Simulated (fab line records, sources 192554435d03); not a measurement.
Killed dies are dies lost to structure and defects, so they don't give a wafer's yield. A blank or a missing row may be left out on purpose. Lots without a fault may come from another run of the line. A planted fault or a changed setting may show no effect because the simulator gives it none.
Split-lot experiment | flow n5_finfet | 7 lots, 39 wafers read, on a route of 1938 steps

THE SPLIT
At N5_FIN_SAQP_ALD_61 (deposits SiO2, target thk 4 nm, pulse time 1 s, purge time 2 s), the setting temp_c was moved away from the recipe's 300 C on 9 of the 39 wafers read, by -3.7% to +1.4%. The other wafers ran this setting at the recipe's value.

The reading is taken at the split's own step.

THE READING
SiO2_of_FIN_SAQP_ALD_61.thk_nm (the simulator's own value, which no gauge read), in nm, at N5_FIN_SAQP_ALD_61 (deposits SiO2, target thk 4 nm, pulse time 1 s, purge time 2 s). The file gives no usual value for it. The 30 wafers here that ran the recipe average 3.999 nm, standard deviation 0.015 nm.

wafer  | tool, chamber at the split | temp_c as run, C | against the recipe | SiO2_of_FIN_SAQP_ALD_61.thk_nm, nm | against lot-mates on the recipe
L075.3 | ald_sin-04, 0              | 300              | recipe             | 3.991                              | -
L075.4 | ald_sin-04, 1              | 300              | recipe             | 4.019                              | -
L075.5 | ald_sin-04, 3              | 300              | recipe             | 4.021                              | -
L076.1 | ald_sin-04, 0              | 300              | recipe             | 3.984                              | -
L076.2 | ald_sin-04, 3              | 300              | recipe             | 4.024                              | -
L076.3 | ald_sin-04, 1              | 300              | recipe             | 3.999                              | -
L076.4 | ald_sin-04, 2              | 300              | recipe             | 4.018                              | -
L076.5 | ald_sin-04, 3              | 300              | recipe             | 3.995                              | -
L076.6 | ald_sin-04, 0              | 300              | recipe             | 3.973                              | -
L082.1 | ald_sin-01, 3              | 300              | recipe             | 4.009                              | -
L082.2 | ald_sin-01, 2              | 290.8            | -3.1%              | 4.132                              | +0.120
L082.3 | ald_sin-01, 1              | 300              | recipe             | 4.028                              | -
L082.4 | ald_sin-01, 0              | 290.8            | -3.1%              | 4.107                              | +0.095
L082.5 | ald_sin-01, 0              | 300              | recipe             | 3.998                              | -
L082.6 | ald_sin-01, 3              | 290.8            | -3.1%              | 4.155                              | +0.143
L083.1 | ald_sin-01, 3,0            | 300              | recipe             | 3.999                              | -
L083.3 | ald_sin-01, 3,0            | 300              | recipe             | 3.999                              | -
L083.2 | ald_sin-01, 2              | 300              | recipe             | 4                                  | -
L083.4 | ald_sin-01, 1              | 304.2            | +1.4%              | 3.973                              | -0.026
L083.5 | ald_sin-01, 1              | 304.2            | +1.4%              | 3.977                              | -0.022
L083.6 | ald_sin-01, 2              | 304.2            | +1.4%              | 3.969                              | -0.030
L084.1 | ald_sin-01, 0              | 288.8            | -3.7%              | 4.162                              | +0.167
L084.2 | ald_sin-01, 3              | 288.8            | -3.7%              | 4.166                              | +0.171
L084.3 | ald_sin-01, 2              | 288.8            | -3.7%              | 4.143                              | +0.148
L084.4 | ald_sin-01, 1              | 300              | recipe             | 3.984                              | -
L084.5 | ald_sin-01, 0              | 300              | recipe             | 4.002                              | -
L084.6 | ald_sin-01, 1              | 300              | recipe             | 3.998                              | -
L090.1 | ald_sin-03, 1              | 300              | recipe             | 3.989                              | -
L090.2 | ald_sin-03, 0              | 300              | recipe             | 3.983                              | -
L090.3 | ald_sin-03, 3              | 300              | recipe             | 3.955                              | -
L090.4 | ald_sin-03, 2              | 300              | recipe             | 3.996                              | -
L090.5 | ald_sin-03, 0              | 300              | recipe             | 4.003                              | -
L090.6 | ald_sin-03, 3              | 300              | recipe             | 3.981                              | -
L094.1 | ald_sin-01, 0              | 300              | recipe             | 4.006                              | -
L094.2 | ald_sin-01, 3              | 300              | recipe             | 4.007                              | -
L094.3 | ald_sin-01, 1              | 300              | recipe             | 4.01                               | -
L094.4 | ald_sin-01, 2              | 300              | recipe             | 3.991                              | -
L094.5 | ald_sin-01, 0              | 300              | recipe             | 4.001                              | -
L094.6 | ald_sin-01, 3              | 300              | recipe             | 4.012                              | -
Where a row lists several chambers, the file gives one row for several wafers and doesn't say which wafer went through which chamber.

THE FIT
A straight line over all 39 wafers: SiO2_of_FIN_SAQP_ALD_61.thk_nm changes by -0.04 nm for each +1% of temp_c; r = -0.95; the points scatter about the line by 0.017 nm.
The same after taking each lot's own level away (the mean of its wafers on the recipe; 39 wafers): -0.0392 nm for each +1%; r = -0.96; scatter 0.016 nm.
On that fit, the largest move of temp_c shifts the reading by 0.15 nm.
The lots' own levels span 3.9845 to 4.0117 nm, that is 1.8 times the standard deviation above.
So the lot-to-lot level changes the slope little: the two slopes agree.
Check: with one of the wafers moved furthest among these (-3.7%) left out of the fit, the line predicts +0.146 nm for it against its lot-mates. It came out at +0.167 nm against them.

THE FILE'S OWN FIT
SiO2_of_FIN_SAQP_ALD_61.thk_nm changes by -0.0399 nm for each +1% of temp_c, r = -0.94.
